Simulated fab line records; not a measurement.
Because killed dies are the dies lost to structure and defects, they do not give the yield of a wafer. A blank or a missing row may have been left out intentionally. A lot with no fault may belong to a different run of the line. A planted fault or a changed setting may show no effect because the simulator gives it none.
Chamber matching -- flow nand_harc -- NHARC_P_CONTACT_ALD_22 on ald_metal-03 has 4 sister chambers
The step deposits TiN, target thk 3 nm, pulse time 1 s, ald cycles 150. 8 wafers are shown with their chamber, then 9 later ones without.

== WAFERS WITH THEIR CHAMBER ==
wafer,chamber,heater_power_w (W),precursor_pulse_height_rel
L079.1,1,1210,1.023
L079.6,1,1196,0.997
L088.2,3,960,0.981
L088.4,2,1080,0.970
L088.5,0,997,0.995
L087.1,2,1073,0.977
L087.4,0,967,0.990
L087.5,3,950,0.975

== WAFERS MISSING THEIR CHAMBER ==
wafer,heater_power_w (W),precursor_pulse_height_rel
L089.1,996,0.980
L089.4,1103,1.019
L089.5,1160,1.019
L091.4,947,0.993
L091.5,1159,1.016
L091.6,1084,0.975
L095.1,952,1.014
L095.2,1170,0.984
L095.3,1064,1.004

== EACH ONE'S CHAMBER ==
wafer,from the rows above,in truth
L089.1,can't be placed: 0 or 3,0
L089.4,2,2
L089.5,1,1
L091.4,can't be placed: 3 or 0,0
L091.5,1,1
L091.6,2,2
L095.1,can't be placed: 0 or 3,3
L095.2,1,1
L095.3,2,2
Placed correctly: 6 of 9. Unplaceable from these rows: 3, with the true chamber sitting among the candidates in 3. Wrongly placed: 0.
How it was worked out, from the rows above alone: a wafer's distance from a chamber is the root of the sum, over the readings, of the square of ((its reading less the chamber's mean) divided by the reading's scatter). The wafer belongs to the nearest chamber; if the next one is less than 2 further off, it can't be placed. The mean given for a chamber averages the wafers shown for that chamber. How the scatter is found: for the shown wafers, subtract from each reading the mean of its chamber, square and add these, divide the total by (wafers less chambers), then take the root.
